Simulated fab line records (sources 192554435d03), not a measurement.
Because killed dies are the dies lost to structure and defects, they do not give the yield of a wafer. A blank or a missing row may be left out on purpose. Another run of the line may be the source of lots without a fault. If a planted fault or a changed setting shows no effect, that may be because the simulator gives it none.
fab line records	flow n5-finfet
[record] lots = 10	wafers = 30	last-day = 18
route steps=1938 shown MOL_CONTACT_COAG@602 BEOL_M4@1111 PASSIVATION@1936
lots with no fault: from the same line, run without faults
start-h: start of the lot's first displayed wafer, in hours after the record's first day	wait-h: how many hours have passed since the lot's step before this one	" as in the row above	L1.1+2: several wafers, shown together as one row	- no value present, or no start provided	* or withheld: withheld	< > ~ a bound
route shown NAME@n: NAME is a module with steps in the file, n the number in the route of the first one	usual: average and standard deviation across the fault-free wafers	same: alike in all rows	chamber/n: place in a boat	sites: readings site by site	_std_site: the standard deviation of these	_edge_site: the outer-site mean with the inner-site mean subtracted	radius-mm: for every site, how far away it sits from the centre of the wafer	mask NAME#n: copy n	behind: the last tool/chamber to shape the wafer	hold: the reason the lot was held/the length of the hold in hours/how it ended	device: the transistor (n, p or np) that didn't switch	end of line: the route-end tests of the same wafers	a step without rows: its recipe alone	killed: dies that structure and defects cost at the first sort, which is not the same as the wafer's yield	map: per-die view of a wafer (x killed, . not killed, _ where there is no die)
set.NAME: the setting as run; set.NAME@STEP: as run at that earlier step	model.NAME: the simulator's own value behind a step, which no gauge read
route steps across a sampled set of lots; one table per step, one row per wafer
services: a tool's chamber out of use, with start hour (start-h, from the record's first day; less than 0 if before it), hours out, and reason
[[steps]]
[step N5_MOL_CONTACT_COAG_CD_MEAS_40]
[recipe] target-cd-nm = 25.1	landing-energy-ev = 500	detector = se-inlens	polarity = opening
[usual] cd-nm = 25.02/0.25
lot.wafer	tool	chamber	start-h	wait-h	cd-nm
L746.1	cd-sem-02	0	112.60	-	24.69
L746.2	"	0	"	"	24.97
L746.4	"	0	"	"	24.63
L748.2	cd-sem-01	0	115.95	-	24.88
L748.5	"	0	"	"	24.56
L748.6	"	0	"	"	25.50
L749.1	cd-sem-02	0	125.43	-	24.89
L749.4	"	0	"	"	24.69
L749.5	"	0	"	"	24.87
L751.1	cd-sem-03	0	134.72	-	25.11
L751.3	"	0	"	"	25.31
L751.4	"	0	"	"	24.73
L756.1	cd-sem-03	0	164.16	-	24.89
L756.2	"	0	"	"	24.90
L756.6	"	0	"	"	25.58
L758.2	cd-sem-02	0	181.13	-	25.02
L758.3	"	0	"	"	25.07
L758.6	"	0	"	"	25.36
L764.1	cd-sem-02	0	222.55	-	25.10
L764.5	"	0	"	"	25.21
L764.6	"	0	"	"	25.02
L765.2	cd-sem-02	0	222.88	-	25.14
L765.3	"	0	"	"	24.85
L765.5	"	0	"	"	24.82
L766.1	cd-sem-01	0	224.38	-	24.72
L766.2	"	0	"	"	25.24
L766.4	"	0	"	"	25.11
L767.4	cd-sem-01	0	237.65	-	25.05
L767.5	"	0	"	"	25.27
L767.6	"	0	"	"	25.37
[step N5_MOL_CONTACT_COAG_OVL_MEAS_41]
[recipe] points-per-wafer = 522
[usual] VD_OVL = -0.2/0.6
lot.wafer	tool	chamber	start-h	wait-h	VD_OVL[nm]
L746.1	overlay-02	0	112.63	0.0	-0.8
L746.2	"	0	"	"	-0.2
L746.4	"	0	"	"	-1.2
L748.2	overlay-01	0	115.99	0.0	-0.2
L748.5	"	0	"	"	0.7
L748.6	"	0	"	"	0.0
L749.1	overlay-02	0	125.46	0.0	0.5
L749.4	"	0	"	"	0.9
L749.5	"	0	"	"	0.9
L751.1	overlay-02	0	134.75	0.0	-0.1
L751.3	"	0	"	"	1.1
L751.4	"	0	"	"	0.2
L756.1	overlay-02	0	164.19	0.0	-0.5
L756.2	"	0	"	"	-0.7
L756.6	"	0	"	"	0.5
L758.2	overlay-02	0	181.16	0.0	0.6
L758.3	"	0	"	"	0.2
L758.6	"	0	"	"	0.5
L764.1	overlay-02	0	222.58	0.0	-1.2
L764.5	"	0	"	"	-1.6
L764.6	"	0	"	"	-0.8
L765.2	overlay-01	0	222.91	0.0	0.7
L765.3	"	0	"	"	-0.7
L765.5	"	0	"	"	0.1
L766.1	overlay-01	0	224.41	0.0	-0.3
L766.2	"	0	"	"	-0.3
L766.4	"	0	"	"	-0.8
L767.4	overlay-01	0	237.69	0.0	-0.1
L767.5	"	0	"	"	0.9
L767.6	"	0	"	"	0.2
[step N5_MOL_CONTACT_COAG_ALD_133]
[recipe] material = SiO2	target-thk-a = 50	temp-c = 100	ald-precursor-family = BDEAS	ald-co-reactant = O2-plasma	pulse-time-s = 1	co-reactant-pulse-time-s = 1	purge-time-s = 2	co-reactant-purge-time-s = 2	ald-cycles = 35	pressure-torr = 2
[usual] heater-power-w = 80/8.1	precursor-pulse-height-rel = 0.999/0.02
lot.wafer	tool	chamber	start-h	wait-h	heater-power-w	precursor-pulse-height-rel
L746.1	ald-sin-03	2	112.86	0.1	81	1.012
L746.2	"	0	"	"	85	0.993
L746.4	"	1	"	"	85	1.019
L748.2	ald-sin-01	3	116.21	0.1	70	0.997
L748.5	"	0	"	"	72	0.982
L748.6	"	1	"	"	92	1.024
L749.1	ald-sin-03	0	125.69	0.1	84	1.025
L749.4	"	2	"	"	80	0.997
L749.5	"	2	"	"	80	0.988
L751.1	ald-sin-04	2	134.98	0.1	85	1.018
L751.3	"	0	"	"	88	0.983
L751.4	"	1	"	"	81	1.026
L756.1	ald-sin-01	2	164.83	0.3	84	0.982
L756.2	"	1	"	"	90	1.032
L756.6	"	0	"	"	73	1.001
L758.2	ald-sin-01	3	181.91	0.1	68	1.022
L758.3	"	2	"	"	82	0.974
L758.6	"	1	"	"	89	1.014
L764.1	ald-sin-01	1	222.80	0.1	96	1.027
L764.5	"	1	"	"	93	1.044
L764.6	"	2	"	"	84	1.027
L765.2	ald-sin-01	1	223.13	0.1	93	0.983
L765.3	"	2	"	"	83	1.016
L765.5	"	1	"	"	95	0.966
L766.1	ald-sin-04	1	224.73	0.1	78	1.000
L766.2	"	0	"	"	91	1.021
L766.4	"	3	"	"	68	0.991
L767.4	ald-sin-01	2	238.14	0.1	86	1.042
L767.5	"	2	"	"	84	0.992
L767.6	"	3	"	"	70	1.017
[step N5_MOL_CONTACT_COAG_ETCHBACK_136]
[recipe] chemistry = CHF3	target = SiO2	target-depth-a = 250	time-s = 16.7	ion-energy-ev = 200	pressure-mtorr = 30	source-w = 610	bias-w = 170	Ar_flow_sccm = 200	CHF3_flow_sccm = 50
[usual] CHF3_flow_sccm = 50.04/0.15	bias-w = 170.0/0.51	drypump-motor-current-A = 5.8/0.43	mfc-ar-sccm = 199.9/0.64	oes_ar_750_au = 0.79/0.097	oes-product-au = 0.79/0.11	rf-fwd-power-W = 599/3.6	rf-vpp-V = 528/21	showerhead-plenum-p-Torr = 2.40/0.059	throttle-valve-pct = 18.69/0.25
lot.wafer	tool	chamber	start-h	wait-h	CHF3_flow_sccm	bias-w	drypump-motor-current-A	mfc-ar-sccm	oes_ar_750_au	oes-product-au	rf-fwd-power-W	rf-hours-counter-h	rf-vpp-V	showerhead-plenum-p-Torr	throttle-valve-pct
L746.1	rie-diel-06	0	113.22	0.0	50.16	169.7	5.3	199.1	0.71	0.69	595	182	503	2.31	18.97
L746.2	"	1	"	"	50.00	169.9	6.5	200.4	0.71	0.72	596	229	545	2.45	18.73
L746.4	"	1	"	"	50.09	169.7	6.5	200.6	0.72	0.71	594	-	546	2.46	18.72
L748.2	rie-diel-06	2	116.51	0.0	50.01	169.8	6.4	199.2	0.70	0.69	602	251	554	2.42	18.75
L748.5	"	0	"	"	50.03	169.1	5.3	201.0	0.71	0.69	598	-	503	2.31	18.96
L748.6	"	1	"	"	50.11	170.5	6.5	200.5	0.72	0.72	596	-	546	2.45	18.73
L749.1	rie-diel-04	2	126.18	0.0	49.90	169.9	5.8	200.3	0.81	0.85	602	89	544	2.50	18.74
L749.4	"	0	"	"	50.04	170.4	5.3	201.2	0.71	0.69	595	226	549	2.46	19.11
L749.5	"	1	"	"	49.97	171.4	5.3	200.4	0.72	0.71	603	-	517	2.43	18.68
L751.1	rie-diel-06	3	135.28	0.0	50.03	170.1	5.7	200.2	0.95	0.93	596	5	512	2.42	18.25
L751.3	"	1	"	"	49.83	170.1	6.4	200.1	0.71	0.71	595	239	546	2.45	18.74
L751.4	"	0	"	"	50.11	169.9	5.3	200.7	0.70	0.69	599	-	503	2.31	18.97
L756.1	rie-diel-05	0	165.45	0.0	50.02	169.4	5.4	198.9	0.90	0.92	601	9	535	2.34	18.62
L756.2	"	1	"	"	49.75	169.4	6.2	200.5	0.88	0.89	598	34	524	2.43	18.39
L756.6	"	1	"	"	50.11	170.5	6.2	200.0	0.87	0.89	601	-	522	2.43	18.37
L758.2	rie-diel-05	1	182.44	0.0	49.96	169.9	6.1	199.9	0.86	0.89	600	41	524	2.43	18.41
L758.3	"	2	"	"	49.80	170.0	5.7	199.5	0.76	0.77	598	125	541	2.47	18.60
L758.6	"	0	"	"	50.22	169.6	5.3	199.2	0.89	0.91	597	-	534	2.34	18.61
L764.1	rie-diel-06	0	223.11	0.0	-	-	-	-	-	-	-	-	-	-	-
L764.5	"	0	"	"	-	-	-	-	-	-	-	-	-	-	-
L764.6	"	3	"	"	-	-	-	-	-	-	-	-	-	-	-
L765.2	rie-diel-05	0	223.44	0.0	-	-	-	-	-	-	-	-	-	-	-
L765.3	"	3	"	"	-	-	-	-	-	-	-	-	-	-	-
L765.5	"	1	"	"	-	-	-	-	-	-	-	-	-	-	-
L766.1	rie-diel-06	0	225.05	0.0	-	-	-	-	-	-	-	-	-	-	-
L766.2	"	2	"	"	-	-	-	-	-	-	-	-	-	-	-
L766.4	"	3	"	"	-	-	-	-	-	-	-	-	-	-	-
L767.4	rie-diel-04	3	238.59	0.0	50.03	170.1	5.3	200.1	0.72	0.70	603	-	480	2.34	19.00
L767.5	"	2	"	"	50.15	169.1	5.8	200.5	0.77	0.80	602	-	545	2.48	18.79
L767.6	"	0	"	"	49.89	170.0	5.3	199.1	0.94	0.94	596	-	548	2.44	18.67
[step N5_BEOL_M4_RC_MEAS_101]
[usual] DIBL_N = 36.1/2	DIBL_P = 36.3/2.5	IOFF_N = 0.16/0.037	IOFF_P = 0.21/0.039	ION_N = 678/15	ION_P = 465/8.7	SS_N = 71.4/0.7	SS_P = 73.3/0.74	VT_N = 249/3.6	VT_P = -250.0/2.9
lot.wafer	tool	chamber	start-h	wait-h	DIBL_N[mV/V]	DIBL_P[mV/V]	IOFF_N[nA/um]	IOFF_P[nA/um]	ION_N[uA/um]	ION_P[uA/um]	SS_N[mV/dec]	SS_P[mV/dec]	VT_N[mV]	VT_P[mV]
L746.1	prober-02	0	178.41	0.0	38.3	39.1	0.24	0.29	711	482	71.9	73.6	241	-245.8
L746.2	"	0	"	"	35.3	35.5	0.16	0.22	670	465	71.7	71.8	249	-248.4
L746.4	"	0	"	"	35.2	36.0	0.16	0.23	671	465	71.8	72.8	245	-249.0
L748.2	prober-02	0	181.22	0.2	33.3	30.4	0.09	0.15	643	452	70.6	72.3	257	-252.8
L748.5	"	0	"	"	36.9	35.9	0.14	0.21	684	470	71.0	72.7	250	-250.1
L748.6	"	0	"	"	33.6	30.2	0.09	0.14	642	443	70.6	71.8	258	-255.9
L749.1	prober-01	0	195.83	0.0	37.2	35.6	0.17	0.23	688	472	71.7	74.1	249	-251.1
L749.4	"	0	"	"	39.2	36.4	0.20	0.25	681	459	72.3	73.8	247	-249.6
L749.5	"	0	"	"	38.7	36.8	0.18	0.26	688	473	72.6	73.2	249	-251.2
L751.1	prober-01	0	198.46	0.1	34.8	35.2	0.14	0.18	687	470	71.5	72.7	251	-250.1
L751.3	"	0	"	"	34.5	35.1	0.13	0.17	670	459	71.3	73.1	251	-251.9
L751.4	"	0	"	"	38.4	40.7	0.21	0.27	687	472	72.4	74.3	244	-245.6
L756.1	prober-01	0	255.86	0.0	34.2	32.9	0.12	0.19	666	463	70.9	72.2	253	-250.1
L756.2	"	0	"	"	35.7	34.2	0.14	0.20	675	466	71.2	73.9	252	-249.2
L756.6	"	0	"	"	39.3	38.5	0.20	0.28	667	456	73.3	73.9	247	-248.1
L758.2	prober-02	0	275.26	0.2	38.2	39.3	0.20	0.22	691	468	72.0	73.3	247	-249.6
L758.3	"	0	"	"	39.7	41.3	0.26	0.26	715	482	72.2	74.2	241	-246.2
L758.6	"	0	"	"	39.1	40.2	0.21	0.24	680	459	72.0	74.2	245	-248.8
L766.1	prober-02	0	306.06	0.0	36.8	38.6	0.19	0.22	713	477	71.3	74.0	245	-247.3
L766.2	"	0	"	"	38.5	39.9	0.21	0.22	685	455	72.0	74.3	248	-252.6
L766.4	"	0	"	"	35.2	34.9	0.15	0.16	671	451	70.6	72.9	252	-256.1
L764.1	prober-02	0	308.27	0.0	34.5	35.3	0.15	0.20	690	476	71.0	72.5	249	-250.5
L764.5	"	0	"	"	38.5	40.9	0.22	0.27	704	481	71.8	73.7	245	-248.8
L764.6	"	0	"	"	34.3	35.2	0.13	0.19	660	453	70.8	72.5	252	-249.1
L765.2	prober-02	0	318.78	0.2	37.0	35.8	0.17	0.23	676	458	71.6	73.8	248	-251.4
L765.3	"	0	"	"	35.6	35.0	0.15	0.20	675	466	71.8	73.3	250	-247.7
L765.5	"	0	"	"	33.9	33.2	0.13	0.20	679	471	70.7	73.0	252	-248.3
L767.4	prober-01	0	325.44	0.5	39.8	41.0	0.25	0.31	702	476	72.3	74.4	242	-245.9
L767.5	"	0	"	"	36.3	37.9	0.17	0.25	687	474	71.1	74.2	246	-244.9
L767.6	"	0	"	"	37.8	38.1	0.21	0.24	689	460	72.4	74.1	244	-248.1
[step N5_PASSIVATION_PROBE_49]
[usual] defect-limited-yield = 91.1/1.3	killed_at_M0_to_M3 = 32/9.7	killed_at_M4_up = 16/6	killed-at-contacts = 12/5.9	killed-at-front-end = 41/11	killed-at-other = 4/3.1	killed-dies = 104/16	killed-open = 68/12	killed-short = 34/7.4	sort_bin_5_function = 5.1/0.85	sort_bin_6_memory = 3.3/0.66	sort_bin_8_speed = 0.1/0.53	sort-n-pass = 1075/16	sort-yield-pct = 91.1/1.4
[same] gross-dies = 1180	killed-at-back-side = 0	sort_bin_4_leakage[%] = 0
lot.wafer	tool	chamber	start-h	wait-h	defect-limited-yield[%]	killed_at_M0_to_M3	killed_at_M4_up	killed-at-contacts	killed-at-front-end	killed-at-other	killed-dies	killed-open	killed-short	sort_bin_5_function[%]	sort_bin_6_memory[%]	sort_bin_8_speed[%]	sort-n-pass	sort-yield-pct[%]
L766.1	prober-02	-	418.20	0.0	90.8	24	17	23	38	6	108	59	43	4.9	3.4	0	1072	90.8
L766.2	prober-02	-	418.25	0.1	91.6	30	20	16	28	5	99	66	32	5.7	2.5	0	1081	91.6
L766.4	prober-02	-	418.35	0.2	91.9	25	20	12	36	3	96	51	32	5.3	2.5	0	1084	91.9
L764.1	prober-01	-	425.29	0.0	84.1	25	6	98	56	3	188	80	28	12.1	3.6	0	992	84.1
L764.5	prober-01	-	425.49	0.2	88.5	42	14	24	53	3	136	65	41	6.4	3.6	0	1044	88.5
L764.6	prober-01	-	425.54	0.3	90.8	41	7	9	49	3	109	66	41	4.8	3.9	0	1071	90.8
L765.2	prober-02	-	425.68	0.1	88.7	23	7	54	45	4	133	64	32	8.0	3.0	0	1047	88.7
L765.3	prober-02	-	425.73	0.1	90.1	40	19	12	41	5	117	81	31	5.7	3.9	0	1063	90.1
L765.5	prober-02	-	425.83	0.2	91.8	33	7	17	36	4	97	66	30	4.4	3.3	0	1083	91.8
// killed by level:class
L766.1 MOL_CONTACT_COAG:geometric-particle:open=17 BEOL_M2:geometric-particle:open=8 FIN_SAQP:geometric-particle:short=7 GATE_CUT:geometric-particle:short=6 STI_FIN_REVEAL:geometric-particle:open=5 MOL_CONTACT_COAG:geometric-particle:short=5 BEOL_M1:geometric-particle:open=5 PAD_METAL:geometric-particle:short=4
L766.2 MOL_CONTACT_COAG:geometric-particle:open=11 BEOL_M4:geometric-particle:open=9 BEOL_M0_SAQP:geometric-particle:open=8 STI_FIN_REVEAL:geometric-particle:open=7 FIN_SAQP:geometric-particle:short=6 MOL_CONTACT_COAG:geometric-particle:short=5 BEOL_M0_SAQP:geometric-particle:short=5 BEOL_M2:geometric-particle:open=5
L766.4 BEOL_M4:geometric-particle:open=10 MOL_CONTACT_COAG:area-etch=10 FIN_SAQP:geometric-particle:short=7 BEOL_M0_SAQP:geometric-particle:short=7 BEOL_M1:geometric-particle:open=7 GATE_CUT:geometric-particle:open=5 GATE_CUT:geometric-particle:short=5 BEOL_M2:geometric-particle:open=5
L764.1 MOL_CONTACT_COAG:area-etch=79 MOL_CONTACT_COAG:geometric-particle:open=16 FIN_SAQP:geometric-particle:open=10 BEOL_M0_SAQP:geometric-particle:open=9 STI_FIN_REVEAL:geometric-particle:open=8 DUMMY_GATE:geometric-particle:open=7 BEOL_M3:geometric-particle:open=6 FIN_SAQP:geometric-particle:short=5
L764.5 MOL_CONTACT_COAG:area-etch=20 BEOL_M0_SAQP:geometric-particle:short=13 FIN_SAQP:geometric-particle:open=11 HKMG_FIN:area-etch=9 BEOL_M3:geometric-particle:open=8 BEOL_M0_SAQP:geometric-particle:open=7 BEOL_M2:geometric-particle:open=6 BEOL_M4:geometric-particle:open=6
L764.6 BEOL_M0_SAQP:geometric-particle:short=11 FIN_SAQP:geometric-particle:open=9 FIN_SAQP:geometric-particle:short=9 BEOL_M0_SAQP:geometric-particle:open=9 STI_FIN_REVEAL:geometric-particle:open=8 BEOL_M2:geometric-particle:open=7 BEOL_M3:geometric-particle:open=7 GATE_CUT:geometric-particle:open=6
L765.2 MOL_CONTACT_COAG:area-etch=37 MOL_CONTACT_COAG:geometric-particle:open=14 FIN_SAQP:geometric-particle:open=8 DUMMY_GATE:geometric-particle:open=7 GATE_CUT:geometric-particle:open=5 BEOL_M2:geometric-particle:open=5 BEOL_M3:geometric-particle:open=5 FIN_SAQP:geometric-particle:short=4
L765.3 FIN_SAQP:geometric-particle:open=13 BEOL_M0_SAQP:geometric-particle:open=11 MOL_CONTACT_COAG:geometric-particle:open=10 BEOL_M3:geometric-particle:open=9 BEOL_M0_SAQP:geometric-particle:short=8 BEOL_M4:geometric-particle:open=6 STI_FIN_REVEAL:geometric-particle:open=5 GATE_CUT:geometric-particle:short=5
L765.5 MOL_CONTACT_COAG:geometric-particle:open=12 BEOL_M3:geometric-particle:open=11 DUMMY_GATE:geometric-particle:open=9 BEOL_M0_SAQP:geometric-particle:open=6 GATE_CUT:geometric-particle:open=5 MOL_CONTACT_COAG:geometric-particle:short=5 BEOL_M0_SAQP:geometric-particle:short=4 DUMMY_GATE:geometric-particle:short=4
[[services]]
tool	chamber	start-h	hours	kind
ald-sin-01	0	99.25	-	clean
ald-sin-01	1	99.25	-	clean
ald-sin-01	2	99.25	-	clean
ald-sin-01	3	99.25	-	clean
rie-diel-05	1	102.88	4.1	repair
rie-diel-06	3	109.47	-	clean
rie-diel-06	3	109.47	-	consumable-replace:focus-ring
rie-diel-06	3	109.47	17.5	scheduled-down
rie-diel-06	3	109.47	17.5	vent-cycle
rie-diel-06	2	127.08	-	clean
rie-diel-06	2	127.08	-	consumable-replace:focus-ring
rie-diel-06	2	127.08	14.0	scheduled-down
rie-diel-06	2	127.08	14.0	vent-cycle
ald-sin-01	-	157.80	2.8	pm
rie-diel-06	1	163.37	-	clean
rie-diel-06	1	163.37	-	consumable-replace:focus-ring
rie-diel-06	1	163.37	11.2	scheduled-down
rie-diel-06	1	163.37	11.2	vent-cycle
rie-diel-05	0	167.07	5.0	repair
rie-diel-04	2	175.54	3.6	repair
ald-sin-03	-	178.32	14.0	pm
rie-diel-05	1	183.42	12.0	repair
rie-diel-05	-	205.16	0.7	repair
rie-diel-05	-	218.37	0.1	repair
[[key]]
[first-sign] step = N5_MOL_CONTACT_COAG_ETCHBACK_136	reading = tool-record	direction = missing
[effect] step = N5_PASSIVATION_PROBE_49	reading = killed-at-contacts	direction = up	sigmas = 2.9	usual = 12	struck = 29	wafers-moved = 3
met-at N5_MOL_CONTACT_COAG_ETCHBACK_136
struck-lots L764,L765,L766
not-acting-at N5_MOL_CONTACT_COAG_CD_MEAS_40,N5_MOL_CONTACT_COAG_OVL_MEAS_41,N5_MOL_CONTACT_COAG_ALD_133
onset-between 182.44 223.11
[fault] kind = skipped-step-whole	tool = rie-diel-05,rie-diel-06	chamber = -	onset-h = 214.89	steps = N5_MOL_CONTACT_COAG_ETCHBACK_136	scope = struck-lots-only
